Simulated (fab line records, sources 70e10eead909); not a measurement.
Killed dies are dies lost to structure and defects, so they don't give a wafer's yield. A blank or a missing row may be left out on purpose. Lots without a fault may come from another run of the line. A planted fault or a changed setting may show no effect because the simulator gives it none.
fab line records | flow nand_harc
record lots=10 wafers=30 last_day=33
route steps=1302 shown P_STI@80 P_GATE@215 P_CONTACT@217
lots that met no fault: from a run of the same line without faults
start_h: hours from the record's first day to the start of the lot's first wafer shown | wait_h: hours since the lot's step before | " the same as in the row above | L1.1+2: a row that stands for several wafers | - no value, or no start given | * or withheld: withheld | < > ~ a bound
route shown NAME@n: a module of which the file shows steps, and the number in the route of the first | usual: mean/standard deviation of fault-free wafers | same: alike in all rows | chamber/n: place in a boat | sites: the reading at each site | _std_site: their standard deviation | _edge_site: outer sites' mean less inner sites' | radius_mm: how far each site lies from the wafer's centre | mask NAME#n: copy n | behind: the tool/chamber that last shaped the wafer | hold: why the lot was held/for how many hours/how that ended | device: the transistor (n, p or np) that didn't switch | end of line: the same wafers' tests at the end of the route | a step without rows: its recipe alone | killed: dies lost to structure and defects at the first sort, not the wafer's yield | map: a wafer's dies, x killed, . not, _ none there
set.NAME: the setting as run; set.NAME@STEP: as run at that earlier step | model.NAME: the simulator's own value behind a step, which no gauge read
steps of the route over a sample of lots; a table a step, a row a wafer
services: from which hour (start_h, from the record's first day; less than 0 if before it) a tool's chamber was out of use, for how many hours, and why
## steps
# step NHARC_P_STI_EXPOSE_06
# recipe na=0.55 target_cd_nm=200 dose_mj=37.69 mask_id=P_STI
# usual exposure_dose_mJ_cm2=37.68/0.035 stage_vel_mm_s=499.98/0.25
# columns lot.wafer tool chamber start_h wait_h mask exposure_dose_mJ_cm2 stage_vel_mm_s
L275.2 krf_scanner-02 0 47.67 - P_STI#0 37.69 499.84
L275.5 " 0 " " P_STI#0 37.71 500.19
L275.6 " 0 " " P_STI#0 37.71 500.02
L277.1 krf_scanner-01 0 65.51 - P_STI_R1#0 37.67 500.26
L277.2 " 0 " " P_STI_R1#0 37.71 500.40
L277.6 " 0 " " P_STI_R1#0 37.71 500.21
L287.1 krf_scanner-02 0 164.61 - P_STI#0 37.74 499.80
L287.3 " 0 " " P_STI#0 37.66 499.67
L287.5 " 0 " " P_STI#0 37.75 500.02
L288.1 krf_scanner-02 0 174.66 - P_STI#0 37.69 499.82
L288.4 " 0 " " P_STI#0 37.69 500.09
L288.6 " 0 " " P_STI#0 37.70 500.08
L290.1 krf_scanner-03 0 198.14 - P_STI#0 37.66 499.99
L290.4 " 0 " " P_STI#0 37.70 499.79
L290.5 " 0 " " P_STI#0 37.68 499.53
L293.2 krf_scanner-02 0 222.47 - P_STI#0 37.72 499.99
L293.3 " 0 " " P_STI#0 37.74 499.93
L293.4 " 0 " " P_STI#0 37.67 500.35
L294.3 krf_scanner-03 0 232.71 - P_STI#0 37.62 499.72
L294.5 " 0 " " P_STI#0 37.64 500.11
L294.6 " 0 " " P_STI#0 37.70 500.10
L295.1 krf_scanner-02 0 243.21 - P_STI#0 37.71 499.60
L295.4 " 0 " " P_STI#0 37.75 499.91
L295.5 " 0 " " P_STI#0 37.68 499.83
L297.1 krf_scanner-02 0 262.45 - P_STI#0 37.76 499.89
L297.3 " 0 " " P_STI#0 37.72 499.40
L297.5 " 0 " " P_STI#0 37.71 500.30
L298.1 krf_scanner-01 0 274.20 - P_STI#0 37.58 499.70
L298.3 " 0 " " P_STI#0 37.67 499.45
L298.6 " 0 " " P_STI#0 37.66 500.15
# step NHARC_P_STI_CD_MEAS_09
# recipe target_cd_nm=200 landing_energy_ev=500
# usual cd_nm=200.8/1.9
# columns lot.wafer tool chamber start_h wait_h hold cd_nm
L275.2 cd_sem-02 0 47.81 - - 199.5
L275.5 " 0 " " - 196.5
L275.6 " 0 " " - 196.9
L277.1 cd_sem-03 0 65.66 - await_dispo/0.2h/release 235.1
L277.2 " 0 " " await_dispo/0.2h/release 232.9
L277.6 " 0 " " await_dispo/0.2h/release 233.7
L277.1 cd_sem-03 0 - - - 234.9
L277.2 " 0 " " - 232.7
L277.6 " 0 " " - 233.8
L287.1 cd_sem-02 0 164.76 - - 204.3
L287.3 " 0 " " - 201.7
L287.5 " 0 " " - 201.5
L288.1 cd_sem-01 0 174.82 - - 198.3
L288.4 " 0 " " - 200.4
L288.6 " 0 " " - 201.3
L290.1 cd_sem-01 0 198.29 - - 200.4
L290.4 " 0 " " - 200.8
L290.5 " 0 " " - 201.3
L293.2 cd_sem-01 0 222.62 - - 200.4
L293.3 " 0 " " - 200.4
L293.4 " 0 " " - 204.4
L294.3 cd_sem-02 0 232.86 - - 200.0
L294.5 " 0 " " - 197.4
L294.6 " 0 " " - 199.7
L295.1 cd_sem-02 0 243.36 - - 202.9
L295.4 " 0 " " - 202.6
L295.5 " 0 " " - 201.9
L297.1 cd_sem-03 0 262.60 - - 200.7
L297.3 " 0 " " - 200.2
L297.5 " 0 " " - 199.1
L298.1 cd_sem-01 0 274.35 - - 198.7
L298.3 " 0 " " - 196.6
L298.6 " 0 " " - 203.6
# step NHARC_P_STI_OCD_MEAS_17
# usual trench_depth_nm=301/5.7 trench_foot_cd_nm=158.8/2
# columns lot.wafer tool chamber start_h wait_h hold trench_depth_nm trench_foot_cd_nm
L275.2 ocd-01 - 48.60 0.1 - 301 157.6
L275.5 " - " " - 297 154.7
L275.6 " - " " - 304 154.2
L277.1 ocd-02 - 75.55 5.5 await_dispo/0.2h/release 302 192.8
L277.2 " - " " await_dispo/0.2h/release 309 189.8
L277.6 " - " " await_dispo/0.2h/release 308 190.1
L277.1 ocd-02 - 75.73 0.2 - 301 193.0
L277.2 " - " " - 309 189.0
L277.6 " - " " - 309 190.8
L287.1 ocd-01 - 165.59 0.1 - 294 162.7
L287.3 " - " " - 295 160.0
L287.5 " - " " - 294 160.8
L288.1 ocd-02 - 175.60 0.1 - 306 155.5
L288.4 " - " " - 300 158.8
L288.6 " - " " - 306 159.0
L290.1 ocd-02 - 199.07 0.1 - 299 159.2
L290.4 " - " " - 294 160.3
L290.5 " - " " - 299 159.6
L293.2 ocd-01 - 223.40 0.1 - 297 158.3
L293.3 " - " " - 299 158.8
L293.4 " - " " - 292 163.2
L294.3 ocd-01 - 233.70 0.1 - 291 159.1
L294.5 " - " " - 289 157.2
L294.6 " - " " - 297 158.6
L295.1 ocd-01 - 244.14 0.1 - 303 160.7
L295.4 " - " " - 297 161.3
L295.5 " - " " - 297 160.1
L297.1 ocd-01 - 263.39 0.1 - 298 159.1
L297.3 " - " " - 306 157.9
L297.5 " - " " - 306 157.1
L298.1 ocd-01 - 275.19 0.1 - 304 156.3
L298.3 " - " " - 293 155.6
L298.6 " - " " - 302 161.5
# step NHARC_P_GATE_RTA_82
# recipe temp_c=450 time_s=30
# usual anneal_temp_c_max=452.6/0.57 lamp_power_pct=3.68/0.085 lamp_zone_3_pct=3.68/0.085 wafer_temp_C_max=451.7/0.45
# columns lot.wafer tool chamber start_h wait_h anneal_temp_c_max lamp_power_pct lamp_zone_3_pct wafer_temp_C_max
L275.2 rtp_anneal-02 0 120.03 - 452.2 3.59 3.59 451.2
L275.5 " 0 " " 453.2 3.60 3.59 451.0
L275.6 " 0 " " 452.4 3.59 3.59 451.3
L277.1 rtp_anneal-02 0 136.87 - 451.9 3.60 3.59 451.2
L277.2 " 0 " " 451.6 3.59 3.59 451.2
L277.6 " 0 " " 452.3 3.59 3.60 451.7
L287.1 rtp_anneal-02 0 238.78 - 451.2 3.59 3.59 451.9
L287.3 " 0 " " 452.0 3.60 3.59 451.6
L287.5 " 0 " " 451.8 3.60 3.59 452.4
L288.1 rtp_anneal-02 0 257.60 - 452.8 3.59 3.60 451.6
L288.4 " 0 " " 451.9 3.60 3.59 451.2
L288.6 " 0 " " 452.5 3.60 3.60 451.6
L290.1 rtp_anneal-01 0 271.52 - 452.4 3.76 3.76 451.9
L290.4 " 0 " " 452.4 3.76 3.77 452.6
L290.5 " 0 " " 453.4 3.77 3.77 452.0
L293.2 rtp_anneal-01 0 289.59 - 452.3 3.76 3.77 451.7
L293.3 " 0 " " 453.0 3.77 3.77 452.3
L293.4 " 0 " " 452.9 3.76 3.76 452.6
L294.3 rtp_anneal-01 0 302.23 - 453.8 3.76 3.77 452.0
L294.5 " 0 " " 452.7 3.77 3.76 451.8
L294.6 " 0 " " 452.4 3.76 3.76 451.7
L295.1 rtp_anneal-01 0 315.98 - 453.7 3.77 3.76 452.1
L295.4 " 0 " " 452.7 3.76 3.76 451.9
L295.5 " 0 " " 453.1 3.76 3.76 451.9
L297.1 rtp_anneal-01 0 333.38 - 453.9 3.76 3.77 452.0
L297.3 " 0 " " 452.5 3.77 3.77 452.1
L297.5 " 0 " " 452.8 3.76 3.77 451.9
L298.1 rtp_anneal-02 0 342.99 - 452.3 3.59 3.59 451.3
L298.3 " 0 " " 452.5 3.60 3.59 451.7
L298.6 " 0 " " 452.1 3.59 3.59 451.2
# step NHARC_P_CONTACT_DEP_30
# recipe target_thk_a=300 temp_c=400 target_thk_nm=30 flow_sccm=200 rf_w=450 material=SiNx
# usual heater_power_w=722/100 rf_fwd_power_W=448.6/1.2
# columns lot.wafer tool chamber start_h wait_h heater_power_w rf_fwd_power_W
L275.2 pecvd-03 2 120.34 0.1 612 448.1
L275.6 " 0 " " 670 448.2
L275.5 " 2 " " 633 449.7
L277.1 pecvd-03 0 137.14 0.1 676 449.9
L277.2 " 1 " " 743 448.3
L277.6 " 0 " " 681 448.2
L287.3 pecvd-03 1 239.09 0.1 703 447.1
L287.1 " 2 " " 621 449.9
L287.5 " 0 " " 735 447.4
L288.1 pecvd-03 1 257.94 0.1 774 447.4
L288.4 " 2 " " 643 447.8
L288.6 " 1 " " 759 446.6
L290.1 pecvd-03 1 271.85 0.1 775 446.5
L290.4 " 2 " " 601 445.2
L290.5 " 1 " " 795 447.9
L293.2 pecvd-01 0 289.83 0.1 883 448.4
L293.3 " 2 " " 754 448.6
L293.4 " 1 " " 706 449.1
L294.3 pecvd-03 0 302.44 0.1 714 450.5
L294.5 " 0 " " 743 449.8
L294.6 " 1 " " 638 450.9
L295.1 pecvd-02 1 316.29 0.1 841 446.8
L295.5 " 1 " " 849 446.0
L295.4 " 2 " " 738 448.7
L297.3 pecvd-03 0 333.68 0.1 721 447.9
L297.1 " 1 " " 750 447.2
L297.5 " 1 " " 737 447.3
L298.3 pecvd-01 1 343.25 0.1 615 448.4
L298.1 " 2 " " 748 447.9
L298.6 " 2 " " 716 448.0
# step NHARC_P_CONTACT_ETCH_31
# recipe target_depth_a=300 time_s=85.7 ion_energy_ev=120 over_etch_frac=1 ch3f_flow_sccm=50 o2_flow_sccm=30 ar_flow_sccm=200 rf_w=500 bias_w=100 chemistry=CH3F/O2
# usual drypump_motor_current_A=5.8/0.51 oes_product_au=0.973/0.014 rf_fwd_power_W=496.2/1.6 rf_vpp_V=245.3/1.3 showerhead_plenum_p_Torr=2.53/0.078 throttle_valve_pct=20.664/0.0088
# columns lot.wafer tool chamber start_h wait_h drypump_motor_current_A oes_product_au rf_fwd_power_W rf_hours_counter_h rf_vpp_V showerhead_plenum_p_Torr throttle_valve_pct
L275.2 rie_diel-03 0 - - 5.0 0.967 494.2 0.9 247.0 2.63 20.676
L275.6 " 0 " " 5.0 0.978 495.8 - 245.8 2.63 20.672
L275.5 " 1 " " 5.8 0.995 495.6 - 245.7 2.60 20.663
L277.2 rie_diel-08 3 - - 4.9 0.985 494.4 3.1 245.2 2.45 20.679
L277.1 " 1 " " 6.5 0.984 495.8 3.0 243.2 2.50 20.661
L277.6 " 3 " " 4.9 0.975 495.8 - 244.6 2.45 20.671
L287.1 rie_diel-10 2 - - 5.8 0.975 499.1 3.8 246.5 2.64 20.664
L287.3 " 0 " " 6.0 0.984 497.6 3.6 245.4 2.59 20.675
L287.5 " 2 " " 5.8 0.978 495.1 - 247.5 2.64 20.668
L288.4 rie_diel-10 2 - - 5.8 0.981 497.5 0.5 247.2 2.64 20.666
L288.1 " 3 " " 6.0 0.971 497.6 0.3 247.2 2.56 20.666
L288.6 " 2 " " 5.8 0.977 499.7 - 246.7 2.64 20.671
L290.4 rie_diel-03 0 - - 5.0 0.982 496.4 8.5 245.9 2.63 20.662
L290.1 " 1 " " 5.8 0.981 499.0 8.0 245.6 2.60 20.666
L290.5 " 0 " " 5.0 0.991 493.4 - 246.5 2.62 20.669
L293.2 rie_diel-03 1 - - 5.8 0.979 495.9 0.3 246.5 2.60 20.669
L293.4 " 2 " " 5.4 0.978 495.8 0.3 242.3 2.33 20.665
L293.3 " 0 " " 5.0 0.989 492.6 0.5 246.4 2.63 20.664
L294.3 rie_diel-08 1 - - 6.5 0.979 497.1 3.2 245.0 2.49 20.662
L294.6 " 2 " " 6.0 0.955 496.6 - 246.6 2.60 20.655
L294.5 " 3 " " 4.9 0.936 494.0 - 244.8 2.45 20.663
L295.1 rie_diel-08 1 - - 6.6 0.995 496.1 3.7 245.0 2.49 20.647
L295.4 " 2 " " 6.1 0.984 496.1 3.5 247.3 2.60 20.659
L295.5 " 1 " " 6.6 1.003 496.1 - 244.2 2.49 20.653
L297.1 rie_diel-10 2 - - 5.8 0.958 497.1 2.5 246.5 2.64 20.668
L297.3 " 3 " " 6.0 0.966 496.9 2.1 246.1 2.56 20.662
L297.5 " 0 " " 6.0 0.970 496.3 - 245.2 2.59 20.672
L298.1 rie_diel-08 3 - - 4.9 0.965 496.0 4.9 244.6 2.45 20.659
L298.3 " 1 " " 6.5 0.987 494.8 4.9 244.9 2.49 20.655
L298.6 " 2 " " 6.1 0.993 497.7 - 247.4 2.60 20.679
## services
# columns tool chamber start_h hours kind
pecvd-03 - 28.15 0.7 repair
pecvd-01 0 33.92 7.3 repair
pecvd-03 - 41.40 2.1 repair
krf_scanner-01 - 46.25 1.3 repair
rie_diel-10 - 65.50 9.0 pm
pecvd-03 1 82.59 5.7 repair
krf_scanner-02 - 94.00 4.0 pm
rie_diel-03 - 104.30 9.0 pm
rie_diel-03 1 142.97 4.0 repair
pecvd-03 - 165.31 0.4 repair
rie_diel-08 3 173.48 6.5 repair
pecvd-03 - 185.20 13.0 pm
rie_diel-08 - 190.80 9.0 pm
krf_scanner-02 - 227.82 4.1 repair
pecvd-03 2 233.96 4.2 repair
rie_diel-10 3 236.96 3.5 repair
rie_diel-10 - 242.50 9.0 pm
krf_scanner-02 - 249.66 1.8 repair
rie_diel-08 2 261.13 2.6 repair
rie_diel-10 0 263.82 7.1 repair
krf_scanner-02 - 266.00 4.0 pm
rie_diel-03 - 281.30 9.0 pm
pecvd-03 1 317.16 3.3 repair
rie_diel-03 0 339.03 10.0 repair
## key
first_sign step=NHARC_P_STI_EXPOSE_06 reading=mask direction=changed
effect step=NHARC_P_STI_CD_MEAS_09 reading=visit direction=added
effect step=NHARC_P_STI_CD_MEAS_09 reading=cd_nm direction=up sigmas=18 usual=200.8 struck=233.9
effect step=NHARC_P_STI_OCD_MEAS_17 reading=visit direction=added
effect step=NHARC_P_STI_OCD_MEAS_17 reading=trench_foot_cd_nm direction=up sigmas=16 usual=158.8 struck=190.9
met_at NHARC_P_STI_EXPOSE_06
struck_lots L277
tester_left_out L277
not_acting_at NHARC_P_GATE_RTA_82,NHARC_P_CONTACT_DEP_30,NHARC_P_CONTACT_ETCH_31
fault kind=wrong_mask tool=any chamber=- onset_h=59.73 steps=NHARC_P_STI_EXPOSE_06 aux_copy=P_STI_R1#0 cd_offset_nm=35.232 scope=struck_lots_only
# tester_left_out: of these lots the tester's yield and bins aren't shown, on N5 and GAA mostly nor the transistor test; their killed dies are dies lost to structure and defects alone, not to doping, threshold or leakage, so they don't give the yield
